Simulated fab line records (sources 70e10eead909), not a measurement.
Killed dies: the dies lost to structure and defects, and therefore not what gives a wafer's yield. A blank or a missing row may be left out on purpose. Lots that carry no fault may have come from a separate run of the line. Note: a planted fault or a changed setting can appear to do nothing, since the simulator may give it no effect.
Chamber matching + flow nand_harc + pecvd-04 running NHARC_A_SLIT_DEP_25: 3 sister chambers
The step deposits SiO2, target thk 200 nm. 6 wafers are shown with their chamber, then 7 later ones without.

WAFERS WITH THEIR CHAMBER
| wafer  | chamber | throttle_valve_pct (%) | heater_power_w (W) |
|--------|---------|------------------------|--------------------|
| L087.3 | 0       | 15.8                   | 650                |
| L087.4 | 1       | 14.9                   | 624                |
| L088.4 | 2       | 15.5                   | 711                |
| L088.6 | 1       | 14.8                   | 687                |
| L092.1 | 2       | 15.7                   | 624                |
| L092.4 | 0       | 15.6                   | 587                |

WAFERS WHOSE CHAMBER IS MISSING
| wafer  | throttle_valve_pct (%) | heater_power_w (W) |
|--------|------------------------|--------------------|
| L092.5 | 15.6                   | 662                |
| L095.2 | 15.6                   | 628                |
| L095.5 | 15.6                   | 631                |
| L095.6 | 15.9                   | 644                |
| L097.1 | 15.9                   | 667                |
| L097.5 | 15.1                   | 585                |
| L097.6 | 15.6                   | 679                |

WHICH CHAMBER EACH ONE RAN IN
| wafer  | from the rows above     | in truth |
|--------|-------------------------|----------|
| L092.5 | can't be placed: 2 or 0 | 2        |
| L095.2 | can't be placed: 2 or 0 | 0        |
| L095.5 | can't be placed: 2 or 0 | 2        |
| L095.6 | can't be placed: 0 or 2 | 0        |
| L097.1 | can't be placed: 0 or 2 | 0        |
| L097.5 | can't be placed: 1 or 2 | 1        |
| L097.6 | can't be placed: 2 or 0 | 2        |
Correct placement for 0 of the 7. These rows do not allow placing 7 (true chamber among the candidates in 7). Wrongly placed: 0.
How it was worked out, from the rows above alone: a wafer's distance from a chamber is the root of the sum, over the readings, of the square of ((its reading less the chamber's mean) divided by the reading's scatter). If the next closest chamber is less than 2 further off than the closest, the wafer can't be placed; otherwise it belongs to the closest. A chamber's mean is the mean of its shown wafers. How the scatter is found: for the shown wafers, subtract from each reading the mean of its chamber, square and add these, divide the total by (wafers less chambers), then take the root.
